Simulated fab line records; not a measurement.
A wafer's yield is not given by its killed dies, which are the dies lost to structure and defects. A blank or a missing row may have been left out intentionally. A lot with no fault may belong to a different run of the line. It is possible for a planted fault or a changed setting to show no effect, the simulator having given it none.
Which tool did it? -- flow nand-harc -- 37 wafers from 13 lots sampled at 5 of the route's 1302 steps

## WHAT THE GAUGES SHOWED, per wafer
NHARC_P_CONTACT_INSPECT_14. Usual: raw-defect-count reads 3.6 (standard deviation 2.2).
lot,measured,on,raw-defect-count,flag
L698,day 6 01:34,defect-inspect-01,7 7 4,
L699,day 6 19:26,defect-inspect-02,1 1 1,
L700,day 6 23:56,defect-inspect-02,4 3 2,
L701,day 7 13:56,defect-inspect-01,1 1 2,
L702,day 7 18:55,defect-inspect-02,1 4 2,
L703,day 8 12:32,defect-inspect-02,3 4 7,
L705,day 9 10:32,defect-inspect-02,8 2 9,
L707,day 10 08:58,defect-inspect-02,6 5 1,
L712,day 11 22:56,defect-inspect-01,4,
L711,day 12 00:01,defect-inspect-02,4 2 3,
L718,day 14 15:35,defect-inspect-02,0 2 4,
L719,day 15 04:15,defect-inspect-01,5 2 6,
L720,day 15 17:35,defect-inspect-01,0 4 5,

NHARC_END_SORT_01. Usual: killed-at-array 59, standard deviation 17; killed-at-other 0.7, standard deviation 0.9; killed-at-periphery 3.6, standard deviation 2.3; killed-dies 63, standard deviation 18; killed-open 3.4, standard deviation 1.9; killed-short 2.6, standard deviation 1.7.
lot,measured,on,killed-at-array,killed-at-other,killed-at-periphery,killed-dies,killed-open,killed-short,flag
L712,day 34 01:55,prober-01,41,1,107,149,4,1,OFF

## WHICH TOOL RAN EACH LOT (tool, then ch and the chambers of the sampled wafers, then the start)
lot,NHARC_P_CONTACT_CMP_01,NHARC_P_CONTACT_DESCUM_17,NHARC_P_CONTACT_PVD_32
L698,"cmp-01 ch 0,2,3, day 6 00:47","rie-diel-08 ch 0,2,3, day 6 01:38","pvd-sputter-03, day 6 03:20"
L699,"cmp-04 ch 0,3, day 6 18:29","rie-diel-11 ch 0,1,2, day 6 19:31","pvd-sputter-03, day 6 21:31"
L700,"cmp-02 ch 0,3, day 6 23:07","rie-diel-11 ch 0,2,3, day 7 00:01","pvd-sputter-01, day 7 01:43"
L701,"cmp-01 ch 0,1,3, day 7 12:58","rie-diel-07 ch 0,1,2, day 7 14:00","pvd-sputter-03, day 7 15:42"
L702,"cmp-01 ch 2,3, day 7 17:59","rie-diel-11 ch 1,3, day 7 18:58","pvd-sputter-03, day 7 20:43"
L703,"cmp-01 ch 0,3, day 8 11:35","rie-diel-11 ch 1,2, day 8 12:37","pvd-sputter-01, day 8 14:22"
L705,"cmp-02 ch 0,2,3, day 9 09:37","rie-diel-08 ch 0,1,3, day 9 10:37","pvd-sputter-02, day 9 12:20"
L707,"cmp-01 ch 0,3, day 10 08:08","rie-diel-07 ch 1,2, day 10 09:02","pvd-sputter-01, day 10 10:44"
L712,"cmp-04 ch 2, day 11 22:04","rie-diel-07 ch 1, day 11 23:02","pvd-sputter-03, day 12 00:46"
L711,"cmp-02 ch 1,2, day 11 23:04","rie-diel-07 ch 0,1,2, day 12 00:05","pvd-sputter-01, day 12 01:47"
L718,"cmp-04 ch 0,2,3, day 14 14:47","rie-diel-11 ch 0,2,3, day 14 15:39","pvd-sputter-01, day 14 17:22"
L719,"cmp-02 ch 1,2, day 15 03:16","rie-diel-11 ch 1,2,3, day 15 04:20","pvd-sputter-02, day 15 06:02"
L720,"cmp-02 ch 0,1,3, day 15 16:37","rie-diel-08 ch 1,2,3, day 15 17:39","pvd-sputter-01, day 15 19:21"
- NHARC_P_CONTACT_CMP_01: polishes SiO2, target thk 200 nm.
- NHARC_P_CONTACT_DESCUM_17: chemistry O2, time 3 s.
- NHARC_P_CONTACT_PVD_32: deposits Ti, target thk 5 nm, time 17.7 s.

## AS READ BY THE TOOLS THEMSELVES (means over the sampled wafers that have a number; for cases with no such wafer, the mark the record gives instead)
NHARC_P_CONTACT_CMP_01. Usual: motor-current-A reads 12.0 A (standard deviation 1.4).
lot,tool,motor-current-A (A),flag
L698,cmp-01,10.5,
L699,cmp-04,12.5,
L700,cmp-02,13.0,
L701,cmp-01,10.1,
L702,cmp-01,11.1,
L703,cmp-01,9.9,
L705,cmp-02,12.3,
L707,cmp-01,10.2,
L712,cmp-04,14.4,
L711,cmp-02,11.2,
L718,cmp-04,13.1,
L719,cmp-02,10.7,
L720,cmp-02,12.6,

NHARC_P_CONTACT_DESCUM_17. Usual: drypump-motor-current-A 5.7 A, standard deviation 0.36; oes-product-au 0.999 a.u., standard deviation 0.0071; rf-vpp-V 57.6 V, standard deviation 0.87; showerhead-plenum-p-Torr 1.88 Torr, standard deviation 0.064; throttle-valve-pct 11.312 %, standard deviation 0.0094.
lot,tool,drypump-motor-current-A (A),oes-product-au (a.u.),rf-vpp-V (V),showerhead-plenum-p-Torr (Torr),throttle-valve-pct (%),flag
L698,rie-diel-08,5.7,0.992,57.2,1.93,11.313,
L699,rie-diel-11,5.8,0.993,57.3,1.82,11.320,
L700,rie-diel-11,5.5,0.999,57.8,1.84,11.316,
L701,rie-diel-07,5.8,0.990,57.9,1.96,11.310,
L702,rie-diel-11,5.9,1.007,58.1,1.85,11.306,
L703,rie-diel-11,5.6,0.997,57.7,1.82,11.312,
L705,rie-diel-08,5.6,0.999,57.9,1.92,11.309,
L707,rie-diel-07,5.7,0.992,57.6,1.94,11.312,
L712,rie-diel-07,5.7,0.996,56.6,1.91,11.315,
L711,rie-diel-07,5.8,0.997,57.8,1.96,11.313,
L718,rie-diel-11,5.5,1.004,57.9,1.83,11.312,
L719,rie-diel-11,5.6,1.003,58.2,1.84,11.313,
L720,rie-diel-08,5.4,1.004,56.2,1.92,11.313,

NHARC_P_CONTACT_PVD_32. Usual: throttle-valve-pct reads 29.7 % (standard deviation 1.1).
lot,tool,throttle-valve-pct (%),flag
L698,pvd-sputter-03,28.6,
L699,pvd-sputter-03,28.1,
L700,pvd-sputter-01,30.7,
L701,pvd-sputter-03,28.7,
L702,pvd-sputter-03,29.1,
L703,pvd-sputter-01,29.6,
L705,pvd-sputter-02,29.2,
L707,pvd-sputter-01,29.5,
L712,pvd-sputter-03,29.8,
L711,pvd-sputter-01,30.4,
L718,pvd-sputter-01,30.0,
L719,pvd-sputter-02,29.2,
L720,pvd-sputter-01,29.8,

## THE ANSWER, worked out from the rows above alone
Rule: lot off if the mean of its wafers having a number is beyond 3 standard deviations from the usual mean. A lot without any number at a reading at which 4 lots or more have one is off too. The other lots that the step has rows for count as sound. The gauges are gone through in route order, then the tools' own readings, and for those a lot's mean is taken as printed above. The first step at which some lot is off is used, and at that step the reading that is off furthest; a lot without a number counts as furthest.
Off: L712 (NHARC_END_SORT_01, killed-at-periphery). Neither off nor sound, because the step has no rows for them: L698, L699, L700, L701, L702, L703, L705, L707, L711, L718, L719, L720.
A tool fits if, at a process step before that reading, it ran every lot that is off, and no sound lot after the first of them. Gauges at NHARC_END_SORT_01: tried the same way as those tools. Can't be told from this: 4 tools fit, cmp-04 at NHARC_P_CONTACT_CMP_01, rie-diel-07 at NHARC_P_CONTACT_DESCUM_17, pvd-sputter-03 at NHARC_P_CONTACT_PVD_32, prober-01 at NHARC_END_SORT_01.

## WHAT THE SIMULATOR HAD INSERTED
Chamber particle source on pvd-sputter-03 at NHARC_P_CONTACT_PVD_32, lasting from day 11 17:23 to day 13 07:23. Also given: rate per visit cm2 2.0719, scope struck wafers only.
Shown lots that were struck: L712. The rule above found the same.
